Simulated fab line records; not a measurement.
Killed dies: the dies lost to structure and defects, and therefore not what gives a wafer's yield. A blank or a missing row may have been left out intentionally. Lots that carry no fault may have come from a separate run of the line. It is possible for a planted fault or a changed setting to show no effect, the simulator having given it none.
fab line records :: flow nand_harc
record
  lots=5
  wafers=15
  last_day=33
route steps=1302 shown P_STI@107 P_GATE@110 END@1302
lots untouched by any fault: they come from a run of this same line in which no faults occurred
start_h: hours from the record's first day to the start of the lot's first wafer shown :: wait_h: how many hours have passed since the lot's step before this one :: " as in the row above :: L1.1+2: a row that stands for several wafers :: - value missing, or start not given :: * or withheld: withheld :: < > ~ a bound
route shown NAME@n: a module of which the file shows steps, and the number in the route of the first :: usual: the fault-free wafers' mean and standard deviation :: same: alike in all rows :: chamber/n: place in a boat :: sites: the reading at each site :: _std_site: the values' standard deviation :: _edge_site: the outer-site mean with the inner-site mean subtracted :: radius_mm: how far each site lies from the wafer's centre :: mask NAME#n: copy n :: behind: the most recent tool/chamber to have shaped the wafer :: hold: cause of the lot's hold/its duration in hours/its outcome :: device: the n, p or np transistor that did not switch :: end of line: the tests these same wafers got at the end of their route :: for a step that has no rows: nothing shown but its recipe :: killed: dies lost to structure and defects at the first sort, not the wafer's yield :: map: a wafer's dies, x killed, . not, _ none there
set.NAME: the run value of the setting; set.NAME@STEP: its run value at that earlier step :: model.NAME: the simulator's own value behind a step, which no gauge read
a table for each step, a row for each wafer; lots at some steps of the route
services: from which hour (start_h, from the record's first day; less than 0 if before it) a tool's chamber was out of use, for how many hours, and why
## steps
# step NHARC_P_STI_SRD_39
# step NHARC_P_STI_OXIDE_40
# recipe
  target_thk_a=100
  temp_c=900
  ox_time_s=1362
  material=SiO2
# step NHARC_P_STI_INSPECT_25
# usual
  raw_defect_count=214/78
lot.wafer: L154.1
tool: defect_inspect-02
chamber: -
start_h: 89.26
wait_h: 0.4
raw_defect_count: 240

lot.wafer: L154.5
tool: defect_inspect-02
chamber: -
start_h: 89.26
wait_h: 0.4
raw_defect_count: 174

lot.wafer: L154.6
tool: defect_inspect-02
chamber: -
start_h: 89.26
wait_h: 0.4
raw_defect_count: 167

lot.wafer: L159.2
tool: defect_inspect-02
chamber: -
start_h: 130.80
wait_h: 0.4
raw_defect_count: 185

lot.wafer: L159.3
tool: defect_inspect-02
chamber: -
start_h: 130.80
wait_h: 0.4
raw_defect_count: 127

lot.wafer: L159.6
tool: defect_inspect-02
chamber: -
start_h: 130.80
wait_h: 0.4
raw_defect_count: 159

lot.wafer: L166.3
tool: defect_inspect-02
chamber: -
start_h: 200.88
wait_h: 0.4
raw_defect_count: 258

lot.wafer: L166.4
tool: defect_inspect-02
chamber: -
start_h: 200.88
wait_h: 0.4
raw_defect_count: 158

lot.wafer: L166.5
tool: defect_inspect-02
chamber: -
start_h: 200.88
wait_h: 0.4
raw_defect_count: 141

lot.wafer: L169.3
tool: defect_inspect-01
chamber: -
start_h: 238.82
wait_h: 0.4
raw_defect_count: 219

lot.wafer: L169.5
tool: defect_inspect-01
chamber: -
start_h: 238.82
wait_h: 0.4
raw_defect_count: 292

lot.wafer: L169.6
tool: defect_inspect-01
chamber: -
start_h: 238.82
wait_h: 0.4
raw_defect_count: 299

lot.wafer: L175.2
tool: defect_inspect-02
chamber: -
start_h: 289.89
wait_h: 0.4
raw_defect_count: 153

lot.wafer: L175.3
tool: defect_inspect-02
chamber: -
start_h: 289.89
wait_h: 0.4
raw_defect_count: 259

lot.wafer: L175.5
tool: defect_inspect-02
chamber: -
start_h: 289.89
wait_h: 0.4
raw_defect_count: 272
# step NHARC_P_GATE_ETCH_69
# recipe
  target_depth_a=140
  chemistry=dHF
  material=SiO2
# step NHARC_P_GATE_PRECLEAN_70
# recipe
  time_s=*
  temp_c=50
  bath_age_min=0
  chemistry=SC1
# step NHARC_P_GATE_SRD_01
# step NHARC_P_GATE_OXIDE_02
# recipe
  target_thk_a=375
  temp_c=950
  p_h2o_torr=720
  ox_time_s=365
  material=SiO2
# step NHARC_P_GATE_DEHYDRATE_03
# recipe
  temp_c=150
  time_s=120
# step NHARC_P_GATE_HMDS_04
# recipe
  time_s=30
# step NHARC_P_GATE_COAT_05
# recipe
  spin_rpm=4690
# step NHARC_P_GATE_SOFTBAKE_06
# recipe
  temp_c=122
  time_s=95
# step NHARC_P_GATE_EBR_07
# step NHARC_P_GATE_EXPOSE_08
# recipe
  na=0.6
  dose_mj=16.75
  mask_id=P_HV
lot.wafer: L154.1+5+6
tool: krf_scanner-01
chamber: 0
start_h: 97.42
wait_h: -
mask: P_HV#0

lot.wafer: L159.2+3+6
tool: krf_scanner-02
chamber: 0
start_h: 139.00
wait_h: -
mask: P_HV#0

lot.wafer: L166.3+4+5
tool: krf_scanner-01
chamber: 0
start_h: 211.54
wait_h: -
mask: P_HVPW#0

lot.wafer: L169.3+5+6
tool: krf_scanner-02
chamber: 0
start_h: 247.21
wait_h: -
mask: P_HV#0

lot.wafer: L175.2+3+5
tool: krf_scanner-02
chamber: 0
start_h: 298.09
wait_h: -
mask: P_HV#0
# step NHARC_P_GATE_PEB_09
# recipe
  peb_temp_c=118
  peb_time_s=85
# step NHARC_P_GATE_DEVELOP_10
# recipe
  time_s=70
# step NHARC_P_GATE_CD_MEAS_11
# recipe
  target_cd_nm=1640
  landing_energy_ev=500
# usual
  cd_nm=1639.5/2.2
lot.wafer: L154.1
tool: cd_sem-03
chamber: 0
start_h: 97.57
wait_h: -
cd_nm: 1639.5

lot.wafer: L154.5
tool: cd_sem-03
chamber: 0
start_h: 97.57
wait_h: -
cd_nm: 1638.3

lot.wafer: L154.6
tool: cd_sem-03
chamber: 0
start_h: 97.57
wait_h: -
cd_nm: 1640.6

lot.wafer: L159.2
tool: cd_sem-01
chamber: 0
start_h: 139.16
wait_h: -
cd_nm: 1637.3

lot.wafer: L159.3
tool: cd_sem-01
chamber: 0
start_h: 139.16
wait_h: -
cd_nm: 1638.4

lot.wafer: L159.6
tool: cd_sem-01
chamber: 0
start_h: 139.16
wait_h: -
cd_nm: 1642.8

lot.wafer: L166.3
tool: cd_sem-03
chamber: 0
start_h: 211.69
wait_h: -
cd_nm: -

lot.wafer: L166.4
tool: cd_sem-03
chamber: 0
start_h: 211.69
wait_h: -
cd_nm: -

lot.wafer: L166.5
tool: cd_sem-03
chamber: 0
start_h: 211.69
wait_h: -
cd_nm: -

lot.wafer: L169.3
tool: cd_sem-02
chamber: 0
start_h: 247.36
wait_h: -
cd_nm: 1638.7

lot.wafer: L169.5
tool: cd_sem-02
chamber: 0
start_h: 247.36
wait_h: -
cd_nm: 1637.9

lot.wafer: L169.6
tool: cd_sem-02
chamber: 0
start_h: 247.36
wait_h: -
cd_nm: 1641.5

lot.wafer: L175.2
tool: cd_sem-03
chamber: 0
start_h: 298.25
wait_h: -
cd_nm: 1641.6

lot.wafer: L175.3
tool: cd_sem-03
chamber: 0
start_h: 298.25
wait_h: -
cd_nm: 1638.8

lot.wafer: L175.5
tool: cd_sem-03
chamber: 0
start_h: 298.25
wait_h: -
cd_nm: 1640.0
# step NHARC_P_GATE_HARDBAKE_12
# recipe
  temp_c=125
  time_s=80
# step NHARC_END_SORT_01
# recipe
  temp_c=25
# usual
  killed_at_array=64/20
  killed_at_other=0.7/1.1
  killed_at_periphery=3.6/2.7
  killed_dies=68/20
  killed_open=2.8/1.9
  killed_short=2.3/1.5
# same
  gross_dies=677
lot.wafer: L154.1
tool: prober-01
chamber: 0
start_h: 579.34
wait_h: 2.5
killed_at_array: 97
killed_at_other: 0
killed_at_periphery: 1
killed_dies: 98
killed_open: 4
killed_short: 1

lot.wafer: L154.5
tool: prober-01
chamber: 0
start_h: 582.52
wait_h: 3.7
killed_at_array: 107
killed_at_other: 0
killed_at_periphery: 3
killed_dies: 110
killed_open: 5
killed_short: 1

lot.wafer: L154.6
tool: prober-01
chamber: 0
start_h: 583.31
wait_h: 4.0
killed_at_array: 102
killed_at_other: 0
killed_at_periphery: 7
killed_dies: 109
killed_open: 4
killed_short: 2

lot.wafer: L166.3
tool: prober-01
chamber: 0
start_h: 698.24
wait_h: 3.1
killed_at_array: 48
killed_at_other: 0
killed_at_periphery: 629
killed_dies: 677
killed_open: 7
killed_short: 2

lot.wafer: L166.4
tool: prober-01
chamber: 0
start_h: 699.04
wait_h: 3.4
killed_at_array: 52
killed_at_other: 0
killed_at_periphery: 625
killed_dies: 677
killed_open: 5
killed_short: 4

lot.wafer: L166.5
tool: prober-01
chamber: 0
start_h: 699.85
wait_h: 3.7
killed_at_array: 43
killed_at_other: 0
killed_at_periphery: 634
killed_dies: 677
killed_open: 6
killed_short: 1

lot.wafer: L169.3
tool: prober-01
chamber: 0
start_h: 727.24
wait_h: 3.1
killed_at_array: 71
killed_at_other: 0
killed_at_periphery: 5
killed_dies: 76
killed_open: 4
killed_short: 0

lot.wafer: L169.5
tool: prober-01
chamber: 0
start_h: 728.83
wait_h: 3.7
killed_at_array: 77
killed_at_other: 0
killed_at_periphery: 6
killed_dies: 83
killed_open: 3
killed_short: 3

lot.wafer: L169.6
tool: prober-01
chamber: 0
start_h: 729.62
wait_h: 4.0
killed_at_array: 74
killed_at_other: 0
killed_at_periphery: 5
killed_dies: 79
killed_open: 0
killed_short: 1

lot.wafer: L175.2
tool: prober-01
chamber: 0
start_h: 785.68
wait_h: 2.8
killed_at_array: 57
killed_at_other: 0
killed_at_periphery: 2
killed_dies: 59
killed_open: 5
killed_short: 1

lot.wafer: L175.3
tool: prober-01
chamber: 0
start_h: 786.47
wait_h: 3.1
killed_at_array: 56
killed_at_other: 0
killed_at_periphery: 1
killed_dies: 57
killed_open: 1
killed_short: 2

lot.wafer: L175.5
tool: prober-01
chamber: 0
start_h: 788.05
wait_h: 3.7
killed_at_array: 59
killed_at_other: 2
killed_at_periphery: 4
killed_dies: 65
killed_open: 5
killed_short: 3
# killed by level:class
L154.1 A_SLIT:chamber_film_flake=28 A_CHANNEL_HOLE_D2:chamber_film_flake=28 A_CHANNEL_HOLE_D1:chamber_film_flake=19 A_STAIRCASE:chamber_film_flake=8 A_CONTACT:chamber_film_flake=6 A_CHANNEL_FILL_D2:geometric_particle:open=3 A_ONON_D1:geometric_particle:short=1 A_CHANNEL_HOLE_D2:geometric_particle:open=1
L154.5 A_CHANNEL_HOLE_D2:chamber_film_flake=35 A_CHANNEL_HOLE_D1:chamber_film_flake=28 A_SLIT:chamber_film_flake=25 A_STAIRCASE:chamber_film_flake=10 P_GATE:chamber_film_flake=3 A_CONTACT:chamber_film_flake=2 A_ONON_D1:geometric_particle:open=1 A_DECK1_JOINT:geometric_particle:open=1
L154.6 A_CHANNEL_HOLE_D1:chamber_film_flake=29 A_CHANNEL_HOLE_D2:chamber_film_flake=27 A_SLIT:chamber_film_flake=26 A_STAIRCASE:chamber_film_flake=12 P_GATE:chamber_film_flake=3 P_ZERO_WELL:chamber_film_flake=2 P_GATE:geometric_particle:open=1 A_CHANNEL_FILL_D1:geometric_particle:short=1
L166.3 P_GATE:area_expose=621 A_CHANNEL_HOLE_D1:chamber_film_flake=31 A_STAIRCASE:chamber_film_flake=6 P_CONTACT:chamber_film_flake=3 P_CONTACT:geometric_particle:open=2 P_ZERO_WELL:chamber_film_flake=2 A_CONTACT:chamber_film_flake=2 A_ONON_D1:geometric_particle:open=1
L166.4 P_GATE:area_expose=611 A_CHANNEL_HOLE_D1:chamber_film_flake=29 P_CONTACT:chamber_film_flake=6 A_SLIT:chamber_film_flake=5 P_STI:chamber_film_flake=4 A_SOURCE_PLATE:geometric_particle:open=2 P_M2:chamber_film_flake=2 A_STAIRCASE:chamber_film_flake=2
L166.5 P_GATE:area_expose=628 A_CHANNEL_HOLE_D1:chamber_film_flake=32 P_ZERO_WELL:chamber_film_flake=3 A_STAIRCASE:chamber_film_flake=2 P_STI:chamber_film_flake=2 A_SOURCE_PLATE:geometric_particle:open=1 A_CHANNEL_HOLE_D1:geometric_particle:short=1 A_CHANNEL_FILL_D1:geometric_particle:open=1
L169.3 A_CHANNEL_HOLE_D1:chamber_film_flake=35 A_SLIT:chamber_film_flake=29 A_CHANNEL_HOLE_D2:geometric_particle:open=2 P_CONTACT:chamber_film_flake=2 A_STAIRCASE:chamber_film_flake=2 P_M1:geometric_particle:open=1 A_CHANNEL_FILL_D1:geometric_particle:open=1 P_GATE:chamber_film_flake=1
L169.5 A_SLIT:chamber_film_flake=31 A_CHANNEL_HOLE_D1:chamber_film_flake=30 A_CONTACT:chamber_film_flake=7 P_STI:chamber_film_flake=4 A_STAIRCASE:chamber_film_flake=4 A_ONON_D2:geometric_particle:open=2 P_STI:geometric_particle:short=1 P_CONTACT:geometric_particle:open=1
L169.6 A_CHANNEL_HOLE_D1:chamber_film_flake=33 A_SLIT:chamber_film_flake=28 A_CONTACT:chamber_film_flake=9 P_GATE:chamber_film_flake=3 P_STI:chamber_film_flake=2 A_STAIRCASE:chamber_film_flake=2 A_CHANNEL_FILL_D2:geometric_particle:short=1 A_WL_FILL:chamber_film_flake=1
L175.2 A_CHANNEL_HOLE_D2:chamber_film_flake=26 A_CHANNEL_HOLE_D1:chamber_film_flake=12 A_CHANNEL_FILL_D1:chamber_film_flake=5 A_ONON_D1:geometric_particle:open=3 A_SLIT:chamber_film_flake=3 A_SGD_CUT:chamber_film_flake=2 A_M1:chamber_film_flake=2 P_M1:geometric_particle:open=1
L175.3 A_CHANNEL_HOLE_D2:chamber_film_flake=24 A_CHANNEL_HOLE_D1:chamber_film_flake=10 A_SLIT:chamber_film_flake=7 A_CHANNEL_FILL_D1:chamber_film_flake=5 A_STAIRCASE:chamber_film_flake=4 A_ONON_D1:geometric_particle:open=1 A_CHANNEL_HOLE_D1:geometric_particle:short=1 A_CHANNEL_FILL_D2:geometric_particle:short=1
L175.5 A_CHANNEL_HOLE_D2:chamber_film_flake=28 A_SLIT:chamber_film_flake=11 A_CHANNEL_FILL_D1:chamber_film_flake=7 A_CHANNEL_HOLE_D1:chamber_film_flake=6 A_CHANNEL_FILL_D1:geometric_particle:open=2 A_WL_FILL:geometric_particle:open=2 STARTING-WAFER:geometric_particle:short=2 P_GATE:chamber_film_flake=2
# map L166.3 (x killed, . not)
____________x____________
_________xxxxxxx_________
_______xxxxxxxxxxx_______
______xxxxxxxxxxxxx______
_____xxxxxxxxxxxxxxx_____
____xxxxxxxxxxxxxxxxx____
____xxxxxxxxxxxxxxxxx____
___xxxxxxxxxxxxxxxxxxx___
___xxxxxxxxxxxxxxxxxxx___
__xxxxxxxxxxxxxxxxxxxxx__
__xxxxxxxxxxxxxxxxxxxxx__
_xxxxxxxxxxxxxxxxxxxxxxx_
_xxxxxxxxxxxxxxxxxxxxxxx_
_xxxxxxxxxxxxxxxxxxxxxxx_
_xxxxxxxxxxxxxxxxxxxxxxx_
_xxxxxxxxxxxxxxxxxxxxxxx_
xxxxxxxxxxxxxxxxxxxxxxxxx
xxxxxxxxxxxxxxxxxxxxxxxxx
xxxxxxxxxxxxxxxxxxxxxxxxx
xxxxxxxxxxxxxxxxxxxxxxxxx
xxxxxxxxxxxxxxxxxxxxxxxxx
_xxxxxxxxxxxxxxxxxxxxxxx_
_xxxxxxxxxxxxxxxxxxxxxxx_
_xxxxxxxxxxxxxxxxxxxxxxx_
_xxxxxxxxxxxxxxxxxxxxxxx_
_xxxxxxxxxxxxxxxxxxxxxxx_
__xxxxxxxxxxxxxxxxxxxxx__
__xxxxxxxxxxxxxxxxxxxxx__
___xxxxxxxxxxxxxxxxxxx___
___xxxxxxxxxxxxxxxxxxx___
____xxxxxxxxxxxxxxxxx____
____xxxxxxxxxxxxxxxxx____
_____xxxxxxxxxxxxxxx_____
______xxxxxxxxxxxxx______
_______xxxxxxxxxxx_______
_________xxxxxxx_________
____________x____________
# map L154.5 (x killed, . not)
____________.____________
_________.x....._________
_______.......x..._______
______......x......______
_____..............._____
____....x....x.......____
____...xxxxxx.....x..____
___.....x.x...x.x.....___
___.....x.xxxx.x......___
__.......x.x.xx..x.....__
__........x.xx.........__
_.x....x.xxxx..........._
_...x....xxxxx.........._
_..x......xx.x.........._
_..xx....xx.x..........._
_x..xxxxx..x............_
x.xxx.x..x..x............
.xxxx..xxxxxx............
x..x.x...xx.x............
x.xx..x..xxxx............
..x.xx...xxxx............
_.x.x....x.............._
_......xxx.x............_
_...........x..........._
_.......x..............._
_......................._
__............x........__
__.....................__
___.........x....x....___
___...................___
____.................____
____.................____
_____..............._____
______.........x...______
_______..........._______
_________......x_________
____________.____________
## services
tool: krf_scanner-02
chamber: -
start_h: 94.00
hours: 4.0
kind: pm

tool: krf_scanner-01
chamber: -
start_h: 128.93
hours: 16.4
kind: repair

tool: krf_scanner-01
chamber: 0
start_h: 161.08
hours: -
kind: calibration

tool: krf_scanner-02
chamber: 0
start_h: 248.88
hours: -
kind: calibration

tool: krf_scanner-02
chamber: -
start_h: 257.24
hours: 0.4
kind: repair

tool: krf_scanner-02
chamber: -
start_h: 266.00
hours: 4.0
kind: pm

tool: krf_scanner-02
chamber: -
start_h: 283.32
hours: 0.4
kind: repair

tool: krf_scanner-02
chamber: -
start_h: 291.04
hours: 0.5
kind: repair
## key
first_sign
  step=NHARC_P_GATE_EXPOSE_08
  reading=mask
  direction=changed
effect
  step=NHARC_P_GATE_CD_MEAS_11
  reading=cd_nm
  direction=missing
effect
  step=NHARC_END_SORT_01
  reading=killed_at_periphery
  direction=up
  sigmas=99+
  usual=3.6
  struck=629.3
more_kills_born_at
  NHARC_P_GATE_EXPOSE_08@krf_scanner-01=1860
met_at NHARC_P_GATE_EXPOSE_08
struck_wafers L166.3,L166.4,L166.5
later_rows_left_out L166.3,L166.4,L166.5
tester_left_out L166
onset_between 97.42 211.54
fault
  kind=wrong_mask
  tool=any
  chamber=-
  onset_h=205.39
  steps=NHARC_P_GATE_EXPOSE_08
  aux_copy=P_HVPW#0
  scope=struck_lots_only
# tester_left_out: of these lots the tester's yield and bins aren't shown, on N5 and GAA mostly nor the transistor test; their killed dies are dies lost to structure and defects alone, not to doping, threshold or leakage, so they don't give the yield
# later_rows_left_out: the simulator's readings of these wafers behind a module that went badly wrong aren't trusted and aren't shown, but for the sort
